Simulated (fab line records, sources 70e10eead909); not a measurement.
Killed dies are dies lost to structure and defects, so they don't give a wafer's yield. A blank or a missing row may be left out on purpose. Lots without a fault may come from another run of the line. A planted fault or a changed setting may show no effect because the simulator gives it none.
One fault seen from 2 desks | flow nand_harc | each desk has only its own numbers; what lay behind them comes last

THE TOOL OWNER'S DESK: rie_diel-10
The tool's own readings at NHARC_A_SLIT_STRIP_18 (strips in O2): means of the sampled wafers that have a number, for each lot that ran on this tool. A lot is out of limits, marked OUT, if its mean lies more than 4 standard deviations from the usual mean; the brackets give that distance.
Columns: A = chamber_pressure_mTorr at NHARC_A_SLIT_STRIP_18, usual 60.00 mTorr; B = drypump_motor_current_A at NHARC_A_SLIT_STRIP_18, usual 5.7 A; C = oes_product_au at NHARC_A_SLIT_STRIP_18, usual 0.999 a.u.; D = rf_vpp_V at NHARC_A_SLIT_STRIP_18, usual 57.8 V; E = showerhead_plenum_p_Torr at NHARC_A_SLIT_STRIP_18, usual 3.50 Torr; F = throttle_valve_pct at NHARC_A_SLIT_STRIP_18, usual 17.038 %
lot  | first seen here | A     | B   | C     | D    | E    | F
L659 | day 20 08:56    | 60.00 | 5.5 | 0.988 | 57.7 | 3.46 | 17.038
L663 | day 21 15:38    | 59.99 | 6.2 | 1.009 | 57.7 | 3.51 | 17.042
L668 | day 24 02:44    | 60.02 | 5.8 | 0.999 | 58.0 | 3.55 | 17.027
L681 | day 29 22:46    | 59.96 | 5.8 | 1.007 | 57.8 | 3.46 | 17.027
This desk's finding: nothing out of limits on any of the 4 lots.

THE METROLOGY DESK
What the gauges read, lot by lot, whatever tool the lot ran on: means of the sampled wafers that have a number. A lot is out of limits, marked OUT, if its mean lies more than 4 standard deviations from the usual mean; the brackets give that distance.
Columns: A = cd_nm at NHARC_A_SLIT_CD_MEAS_09, usual 300.4 nm; B = cd_nm at NHARC_A_SLIT_CD_MEAS_21, usual 290.0 nm
lot  | first seen here | A     | B
L659 | day 20 01:52    | 300.6 | 288.0
L661 | day 21 08:32    | 300.1 | 291.3
L663 | day 21 09:31    | 299.5 | 289.1
L662 | day 21 12:12    | 300.7 | 290.2
L666 | day 22 15:18    | 300.7 | 290.6
L668 | day 23 20:44    | 301.0 | 290.5
L667 | day 23 21:03    | 299.5 | 289.1
L670 | day 24 17:07    | 300.5 | 290.3
L676 | day 26 21:12    | 300.8 | 290.0
L677 | day 27 05:34    | 300.8 | 289.5
L679 | day 28 20:16    | 301.0 | 290.4
L680 | day 28 21:24    | 300.7 | 289.9
L681 | day 29 16:45    | 300.7 | 289.4
This desk's finding: nothing out of limits on any of the 13 lots.

PUT TOGETHER
The tool owner's desk saw nothing out of limits.
The metrology desk saw nothing out of limits.

WHAT THE SIMULATOR HAD PUT IN
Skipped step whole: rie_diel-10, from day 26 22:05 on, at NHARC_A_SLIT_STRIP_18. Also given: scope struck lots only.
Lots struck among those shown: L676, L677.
